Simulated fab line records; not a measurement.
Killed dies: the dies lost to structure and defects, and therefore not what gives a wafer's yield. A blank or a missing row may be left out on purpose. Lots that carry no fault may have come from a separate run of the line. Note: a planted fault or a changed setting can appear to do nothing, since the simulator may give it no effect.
Which of the tools did it? + flow nandHarc + 21 wafers from 7 lots sampled at 3 of the route's 1159 steps

## WHAT THE GAUGES SHOWED, per wafer
NHARC_P_M1_CD_MEAS_09: the cd target is 130 nm.
| lot  | measured     | on       | cdNm (nm)         |
|------|--------------|----------|-------------------|
| L376 | day 6 23:09  | cdSem-03 | 130.7 130.5 131.5 |
| L380 | day 7 20:13  | cdSem-03 | 130.1 130.3 130.1 |
| L382 | day 8 14:17  | cdSem-02 | 129.3 130.1 129.3 |
| L385 | day 9 12:53  | cdSem-02 | - - -             |
| L391 | day 10 15:35 | cdSem-01 | 129.9 131.6 129.7 |
| L393 | day 11 08:19 | cdSem-02 | 130.7 130.0 130.7 |
| L395 | day 12 08:13 | cdSem-03 | 129.2 129.7 131.0 |

## WHAT TOOL EACH LOT RAN ON (gives the tool, then ch and the chambers of the sampled wafers, and finally the start)
| lot  | NHARC_P_M0_PRE_CLEAN_29                | NHARC_P_M1_EXPOSE_06              |
|------|----------------------------------------|-----------------------------------|
| L376 | pvdSputter-01, day 6 23:01 or earlier  | arfiScanner-01 ch 0, day 6 23:01  |
| L380 | pvdSputter-03, day 7 20:04 or earlier  | arfiScanner-02 ch 0, day 7 20:04  |
| L382 | pvdSputter-02, day 8 14:09 or earlier  | arfiScanner-02 ch 0, day 8 14:09  |
| L385 | pvdSputter-02, day 9 12:46 or earlier  | arfiScanner-02, day 9 12:46       |
| L391 | pvdSputter-01, day 10 15:26 or earlier | arfiScanner-03 ch 0, day 10 15:26 |
| L393 | pvdSputter-01, day 11 08:10 or earlier | arfiScanner-03 ch 0, day 11 08:10 |
| L395 | pvdSputter-03, day 12 08:05 or earlier | arfiScanner-03 ch 0, day 12 08:05 |
- NHARC_P_M0_PRE_CLEAN_29: time 30 s.
- NHARC_P_M1_EXPOSE_06: exposes mask P M1, target cd 130 nm.

## THE ANSWER, worked out from the rows above alone
Rule: what is usual is taken from the lots themselves. The widest of any qualifying gaps counts: lots, ordered by their means at a reading, are off when they make up no more than a third of the lots, leave a main group of 4 or more, and stand apart from it by 3 or more times the standard deviation of that group's means. Not used: any main group whose means are identical at the precision the tables above print for the reading. A lot without any number at a reading at which 4 lots or more have one is off too. The other lots that the step has rows for count as sound.
Off at NHARC_P_M1_CD_MEAS_09 (cdNm): L385. Without a number there: L385. Main group: mean 130.2 nm, sd 0.42.
If a tool, at a process step before that reading, ran all the lots that are off and no sound lot after the first of them, it fits. Gauges at NHARC_P_M1_CD_MEAS_09: tried the same way as those tools. Because NHARC_P_M0_PRE_CLEAN_29 lacks a start for some lots, the hours and order of its lots are taken from NHARC_P_M1_EXPOSE_06. 2 tools fit, pvdSputter-02 at NHARC_P_M0_PRE_CLEAN_29 and arfiScanner-02 at NHARC_P_M1_EXPOSE_06, so this cannot tell which one it is.

## WHAT WAS PUT IN BY THE SIMULATOR
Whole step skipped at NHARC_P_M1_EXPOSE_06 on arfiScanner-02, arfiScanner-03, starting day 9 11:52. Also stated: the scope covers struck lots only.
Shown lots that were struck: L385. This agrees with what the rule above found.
